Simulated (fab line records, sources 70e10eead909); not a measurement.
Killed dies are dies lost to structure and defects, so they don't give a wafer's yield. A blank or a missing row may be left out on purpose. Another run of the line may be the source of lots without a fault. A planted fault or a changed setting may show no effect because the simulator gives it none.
A struck lot beside a sound one	flow nand-harc	15 steps out of a route of 1302
Sound: the wafers L377.3, L377.4, L377.6. Struck: wafers L387.2, L387.5 (left out: L387.4, a lot-mate that was not struck); the cause follows at the end.
Order at every step that has rows: each side's tool, ch and its chambers, its first start. Under that, the readings that differ: sound wafers	struck wafers	difference of the means	sigmas: that difference in standard deviations of wafers without a fault.
alike: readings whose means differ by less than 2 such deviations, and words and numbers that are the same on both sides. not compared: withheld readings, readings that some wafer has no value for, bounds like >300 that may hide the same value, and numbers for which the record gives no deviation and whose values overlap.
A row with sigmas, a row that says differs or no value, or rows on one side alone: a step with any of these is where the two part. Non-overlapping numbers with no deviation appear without sigmas and do not part them. A reading missing from all wafers of one side parts the sides only when that side holds two or more wafers.

first, 7 steps without rows for these wafers: NHARC_A_SGD_CUT_COAT_57 (time 65 s); NHARC_A_SGD_CUT_COAT_03 (resist thk 90 nm); NHARC_A_SGD_CUT_SOFTBAKE_04 (time 55 s); NHARC_A_SGD_CUT_EBR_05; NHARC_A_SGD_CUT_EXPOSE_06 (exposes mask SGD); NHARC_A_SGD_CUT_PEB_07 (peb time 65 s); NHARC_A_SGD_CUT_DEVELOP_08 (develop time 35 s).
NHARC_A_SGD_CUT_CD_MEAS_09: the cd target is 100 nm.
  sound on cd-sem-03 ch 0, day 19 12:58; struck on cd-sem-01 ch 0, day 23 11:05
  alike: cd-nm
NHARC_A_SGD_CUT_OVL_MEAS_10:
  struck on overlay-02, day 23 11:10; sound on overlay-01, day 19 13:02
  alike: overlay-x-nm, overlay-y-nm
NHARC_A_SGD_CUT_INSPECT_11:
  struck on defect-inspect-01, day 23 11:13; sound on defect-inspect-02, day 19 13:05
  alike: raw-defect-count
NHARC_A_SGD_CUT_DESCUM_14: chemistry O2, time 3 s.
  sound on rie-diel-03 ch 1,2,3, day 19 13:09; struck on rie-diel-09 ch 1,3, day 23 11:17
  alike: drypump-motor-current-A, o2-flow-sccm, oes-product-au, rf-vpp-V, showerhead-plenum-p-Torr, throttle-valve-pct
  not compared: rf-hours-counter-h
NHARC_A_SGD_CUT_ETCH_58: etches the open film in CF4, target depth 39 nm, time 65 s.
  sound on rie-diel-03 ch 1,2,3, day 19 13:14; struck on rie-diel-09 ch 2, day 23 11:22
  alike: drypump-motor-current-A, oes-product-au, rf-vpp-V, run-length-s, showerhead-plenum-p-Torr, throttle-valve-pct
  not compared: rf-hours-counter-h
NHARC_A_SGD_CUT_ETCH_59: etches the open film in N2/H2, target depth 260 nm, time 406.25 s.
  sound on rie-diel-03 ch 0,2,3, day 19 13:20; struck on rie-diel-09 ch 0, day 23 11:26
reading	sound	struck	difference	sigmas
oes-product-au (a.u.)	0.997 0.991 0.978	1.037 1.034	+0.047	+4
run-length-s (s)	427.3 428.1 426.6	322.9 323.3	-104.2	-99 or more
  alike: drypump-motor-current-A, rf-vpp-V, showerhead-plenum-p-Torr, throttle-valve-pct
  not compared: rf-hours-counter-h
NHARC_A_SGD_CUT_ETCH_15: etches the open film in CH3F/O2, target depth 75 nm, time 64.3 s.
  sound: rie-diel-03 ch 2,3; struck: rie-diel-09 ch 1,3
  alike: drypump-motor-current-A, o2-flow-sccm, oes-product-au, rf-vpp-V, run-length-s, showerhead-plenum-p-Torr, throttle-valve-pct
  not compared: rf-hours-counter-h
-- record jumps: 6 days between struck wafers' starts before vs after; left off in module A_SGD_CUT, resumes in module END, first step shown is number 1302 of the route --
NHARC_END_SORT_01:
  only the struck wafers appear in the record here, on prober-01 ch 0 at day 29 02:01; the sound ones have no rows

== WHERE THEY PART ==
Earliest at NHARC_A_SGD_CUT_ETCH_59; latest, in this record, at NHARC_END_SORT_01.

WHY: what the simulator had put in
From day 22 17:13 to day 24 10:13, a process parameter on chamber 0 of rie-diel-09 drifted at NHARC_A_SGD_CUT_ETCH_59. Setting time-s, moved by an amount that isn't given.
